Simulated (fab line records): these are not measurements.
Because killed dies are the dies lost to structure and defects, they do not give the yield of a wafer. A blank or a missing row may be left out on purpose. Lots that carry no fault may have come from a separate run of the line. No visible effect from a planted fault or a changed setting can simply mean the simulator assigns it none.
Chamber matching    flow nand harc    rie diel-07 running NHARC_A_M1_ETCH_35: 4 sister chambers
The step etches the open film in N2/H2, target depth 40 nm, overetch 12 nm, time 43.94 s. 4 wafers are shown with their chamber, then 8 later ones without.

## EACH WAFER AND ITS CHAMBER
wafer   chamber  rf vpp V (V)
L084.5  3        435.1
L081.2  1        434.1
L081.3  0        433.1
L086.2  2        432.2

## WAFERS WITH NO CHAMBER GIVEN
wafer   rf vpp V (V)
L086.4  434.5
L086.6  434.7
L089.2  435.0
L089.3  432.8
L089.6  434.0
L090.1  435.1
L090.2  433.8
L090.5  433.9

## WHICH CHAMBER EACH ONE RAN IN
wafer    from the rows above       in truth
L086.4   can't be placed: 1 or 3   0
L086.6   can't be placed: 3 or 1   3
L089.2   3                         3
L089.3   can't be placed: 0 or 2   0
L089.6   1                         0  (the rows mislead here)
L090.1   3                         3
L090.2   can't be placed: 1 or 0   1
L090.5   1                         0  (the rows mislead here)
2 of 8 placed correctly. These rows do not allow placing 4 (true chamber among the candidates in 3). Placed wrongly: 2.
How it was worked out, from the rows above alone: a wafer's distance from a chamber is the root of the sum, over the readings, of the square of ((its reading less the chamber's mean) divided by the reading's scatter). The wafer belongs to the nearest chamber; if the next one is less than 2 further off, it can't be placed. The mean given for a chamber averages the wafers shown for that chamber. The scatter: with one shown wafer a chamber, the root of the mean of the squares of how far each hidden wafer lies from its nearest shown one.
